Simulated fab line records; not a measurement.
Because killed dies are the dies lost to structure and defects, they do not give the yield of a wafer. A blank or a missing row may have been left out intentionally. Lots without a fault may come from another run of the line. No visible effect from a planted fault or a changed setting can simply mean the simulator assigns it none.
The tool behind it: which one? + flow n5 finfet + 10 lots with 30 wafers sampled at 5 steps, on a route of 1938 steps

WHAT THE GAUGES READ, wafer by wafer
N5_BEOL_M3_OVL_MEAS_29.
| lot  | measured     | on         | V2_OVL (nm)    |
|------|--------------|------------|----------------|
| L253 | day 7 04:17  | overlay-02 | 0.6 -0.2 -0.4  |
| L252 | day 7 12:31  | overlay-02 | 1.9 0.0 1.2    |
| L254 | day 7 21:42  | overlay-01 | 0.1 -0.7 0.6   |
| L256 | day 8 15:38  | overlay-02 | -0.7 -0.5 -0.6 |
| L259 | day 9 13:58  | overlay-01 | 1.7 1.2 -0.4   |
| L263 | day 10 13:10 | overlay-02 | 0.1 0.8 0.1    |
| L265 | day 11 09:22 | overlay-02 | -0.2 -0.6 -0.5 |
| L269 | day 11 18:22 | overlay-02 | -0.5 0.5 -0.6  |
| L271 | day 12 10:52 | overlay-01 | 1.3 1.1 0.9    |
| L273 | day 13 11:42 | overlay-02 | 2.0 0.6 1.2    |

N5_BEOL_M4_RC_MEAS_101.
| lot  | measured     | on        | DIBL_N (mV/V)  | DIBL_P (mV/V)  | IOFF_N (nA/um)    | IOFF_P (nA/um)    | ION_N (uA/um) | ION_P (uA/um) | SS_N (mV/dec)  | SS_P (mV/dec)  | VT_N (mV)         | VT_P (mV)      |
|------|--------------|-----------|----------------|----------------|-------------------|-------------------|---------------|---------------|----------------|----------------|-------------------|----------------|
| L253 | day 7 20:34  | prober-02 | 35.9 35.5 35.7 | 36.3 36.4 36.2 | 0.161 0.155 0.155 | 0.233 0.227 0.229 | 680 690 681   | 471 476 472   | 71.5 70.4 70.8 | 73.6 72.9 73.7 | 247.7 246.8 246.7 | -247 -247 -248 |
| L252 | day 8 08:42  | prober-01 | 35.3 36.7 34.3 | 36.5 38.1 35.1 | 0.138 0.162 0.116 | 0.190 0.215 0.163 | 682 675 674   | 470 464 460   | 70.8 72.0 70.3 | 73.2 73.5 72.9 | 250.0 250.2 257.5 | -251 -249 -254 |
| L254 | day 8 20:08  | prober-01 | 34.5 34.6 34.0 | 35.1 34.9 34.1 | 0.138 0.140 0.121 | 0.196 0.194 0.177 | 682 670 664   | 470 465 456   | 70.4 70.7 70.3 | 73.4 72.7 72.9 | 250.0 251.1 253.0 | -249 -251 -254 |
| L256 | day 9 14:22  | prober-02 | 37.6 37.2 36.1 | 37.0 36.6 35.7 | 0.164 0.149 0.144 | 0.198 0.181 0.183 | 679 673 674   | 458 457 465   | 71.6 71.4 71.0 | 73.7 74.1 73.3 | 248.7 252.1 251.6 | -252 -253 -251 |
| L259 | day 10 17:23 | prober-02 | 35.4 36.1 35.5 | 35.1 35.5 35.5 | 0.155 0.165 0.158 | 0.235 0.245 0.257 | 679 683 671   | 473 477 474   | 71.8 71.8 71.6 | 73.3 73.4 73.4 | 247.3 248.0 248.7 | -246 -244 -244 |
| L263 | day 11 21:41 | prober-01 | 35.9 34.9 37.9 | 36.1 34.8 38.3 | 0.138 0.127 0.181 | 0.197 0.173 0.234 | 662 664 681   | 462 461 466   | 71.7 71.5 72.2 | 73.6 72.1 73.4 | 251.8 252.5 248.7 | -250 -252 -250 |
| L265 | day 12 09:59 | prober-02 | 35.4 34.9 35.6 | 37.3 36.4 37.5 | 0.158 0.147 0.172 | 0.225 0.215 0.238 | 674 675 680   | 462 469 472   | 71.5 71.8 70.5 | 74.0 73.4 73.7 | 251.2 249.0 248.5 | -249 -249 -246 |
| L269 | day 12 18:44 | prober-02 | 36.5 35.7 36.0 | 37.6 36.6 37.3 | 0.155 0.142 0.145 | 0.216 0.194 0.219 | 672 676 676   | 464 464 463   | 70.9 71.5 71.8 | 73.4 73.3 73.5 | 250.2 251.9 251.1 | -248 -251 -248 |
| L271 | day 13 15:44 | prober-02 | 34.4 35.5 35.8 | 35.3 36.5 36.0 | 0.122 0.139 0.135 | 0.160 0.180 0.172 | 668 681 664   | 457 462 452   | 70.6 71.3 71.3 | 72.8 73.1 72.6 | 253.7 249.6 249.5 | -255 -254 -251 |
| L273 | day 14 17:31 | prober-02 | 36.7 36.6 37.7 | 36.1 35.9 38.0 | 0.170 0.166 0.184 | 0.206 0.199 0.240 | 676 676 690   | 466 461 471   | 71.5 70.6 72.1 | 73.0 73.5 73.9 | 247.0 250.3 245.6 | -251 -252 -249 |

TOOL THAT RAN EACH LOT (tool first, then ch and the chambers of the sampled wafers, then the start)
| lot  | N5_BEOL_M3_ETCH_70                 | N5_BEOL_M3_DEGAS_44          | N5_BEOL_M3_PRE_CLEAN_45      |
|------|------------------------------------|------------------------------|------------------------------|
| L253 | rie diel-06 ch 2,3, day 7 06:59    | pvd sputter-03, day 7 08:05  | pvd sputter-03, day 7 08:07  |
| L252 | rie diel-05 ch 2,3, day 7 12:54    | pvd sputter-01, day 7 13:52  | pvd sputter-01, day 7 13:57  |
| L254 | rie diel-05 ch 0,3, day 7 22:58    | pvd sputter-03, day 8 00:02  | pvd sputter-03, day 8 00:05  |
| L256 | rie diel-05 ch 0,1, day 8 18:53    | pvd sputter-03, day 8 19:43  | pvd sputter-03, day 8 19:45  |
| L259 | rie diel-06 ch 1,2,3, day 9 19:01  | pvd sputter-03, day 9 19:59  | pvd sputter-03, day 9 20:02  |
| L263 | rie diel-05 ch 1,2, day 10 17:38   | pvd sputter-03, day 10 18:27 | pvd sputter-03, day 10 18:29 |
| L265 | rie diel-05 ch 0,1,2, day 11 13:25 | pvd sputter-03, day 11 14:23 | pvd sputter-03, day 11 14:26 |
| L269 | rie diel-03 ch 0,3, day 11 20:27   | pvd sputter-02, day 11 21:20 | pvd sputter-02, day 11 21:23 |
| L271 | rie diel-03 ch 0,2,3, day 12 12:22 | pvd sputter-01, day 12 13:12 | pvd sputter-01, day 12 13:14 |
| L273 | rie diel-06 ch 0,2,3, day 13 19:08 | pvd sputter-01, day 13 19:42 | pvd sputter-01, day 13 19:44 |
- N5_BEOL_M3_ETCH_70: etches SOC in N2/H2, target depth 80 nm, overetch 16 nm, time 120 s.
- N5_BEOL_M3_DEGAS_44: time 60 s.
- N5_BEOL_M3_PRE_CLEAN_45: time 30 s.

AS READ BY THE TOOLS THEMSELVES (means over the sampled wafers that have a number; for cases with no such wafer, the mark the record gives instead)
N5_BEOL_M3_ETCH_70.
| lot  | tool        | bias w (W) | drypump motor current A (A) | oes product au (a.u.) | rf vpp V (V) | showerhead plenum p Torr (Torr) | throttle valve pct (%) |
|------|-------------|------------|-----------------------------|-----------------------|--------------|---------------------------------|------------------------|
| L253 | rie diel-06 | 149.9      | 5.6                         | 0.58                  | 524.8        | 2.54                            | 17.92                  |
| L252 | rie diel-05 | 149.4      | 5.5                         | 0.61                  | 523.4        | 2.56                            | 17.71                  |
| L254 | rie diel-05 | 149.8      | 5.1                         | 0.56                  | 523.9        | 2.53                            | 17.88                  |
| L256 | rie diel-05 | 150.3      | 4.9                         | 0.58                  | 522.1        | 2.50                            | 17.89                  |
| L259 | rie diel-06 | 149.9      | 5.6                         | 0.68                  | 525.5        | 2.59                            | 17.71                  |
| L263 | rie diel-05 | 139.7      | 5.5                         | 0.62                  | 500.0        | 2.53                            | 17.92                  |
| L265 | rie diel-05 | 139.5      | 5.2                         | 0.59                  | 498.0        | 2.51                            | 17.92                  |
| L269 | rie diel-03 | 150.9      | 5.9                         | 0.64                  | 523.0        | 2.51                            | 17.72                  |
| L271 | rie diel-03 | 150.3      | 5.8                         | 0.59                  | 524.3        | 2.55                            | 17.75                  |
| L273 | rie diel-06 | 150.4      | 5.5                         | 0.60                  | 523.5        | 2.51                            | 17.91                  |

N5_BEOL_M3_DEGAS_44.
| lot  | tool           | heater power w (W) |
|------|----------------|--------------------|
| L253 | pvd sputter-03 | 331                |
| L252 | pvd sputter-01 | 310                |
| L254 | pvd sputter-03 | 341                |
| L256 | pvd sputter-03 | 348                |
| L259 | pvd sputter-03 | 333                |
| L263 | pvd sputter-03 | 341                |
| L265 | pvd sputter-03 | 338                |
| L269 | pvd sputter-02 | 304                |
| L271 | pvd sputter-01 | 312                |
| L273 | pvd sputter-01 | 332                |

N5_BEOL_M3_PRE_CLEAN_45.
| lot  | tool           | heater power w (W) |
|------|----------------|--------------------|
| L253 | pvd sputter-03 | 326                |
| L252 | pvd sputter-01 | 305                |
| L254 | pvd sputter-03 | 346                |
| L256 | pvd sputter-03 | 351                |
| L259 | pvd sputter-03 | 334                |
| L263 | pvd sputter-03 | 336                |
| L265 | pvd sputter-03 | 333                |
| L269 | pvd sputter-02 | 302                |
| L271 | pvd sputter-01 | 307                |
| L273 | pvd sputter-01 | 333                |

THE ANSWER, worked out from the rows above alone
Rule: what is usual is taken from the lots themselves. The widest of any qualifying gaps counts: lots, ordered by their means at a reading, are off when they make up no more than a third of the lots, leave a main group of 4 or more, and stand apart from it by 3 or more times the standard deviation of that group's means. Not used: any main group whose means are identical at the precision the tables above print for the reading. A lot without any number at a reading at which 4 lots or more have one is off too. Any other lot the step has rows for is counted as sound. After the gauges, taken in route order, come the tools' own readings; for these a lot's mean is taken, as printed above. At the first step where some lot is off, the reading lying furthest off is the one used; lots without a number count as furthest.
Off, at N5_BEOL_M3_ETCH_70 on bias w: L263, L265. For the main group the mean is 150.1 W and the standard deviation 0.43.
A tool fits if, at that step or a process step before it, it ran every lot that is off, and no sound lot after the first of them. One fits: N5_BEOL_M3_ETCH_70 on rie diel-05. A fault onset in the window from L256 (day 8 18:53, its last sound lot) to L263 (day 10 17:38, its first lot off) fits.
The tool's own readings at N5_BEOL_M3_ETCH_70 bear it out: on the lots that are off they differ by more than 5 times the standard deviation of the sound lots' means. bias w reads 139.6 W there against 150.1 W on the sound lots; rf vpp V reads 499.0 V there against 523.8 V on the sound lots.

WHAT THE SIMULATOR HAD INSERTED
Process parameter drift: rie diel-05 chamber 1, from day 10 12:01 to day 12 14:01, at N5_BEOL_M3_ETCH_70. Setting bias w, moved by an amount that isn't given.
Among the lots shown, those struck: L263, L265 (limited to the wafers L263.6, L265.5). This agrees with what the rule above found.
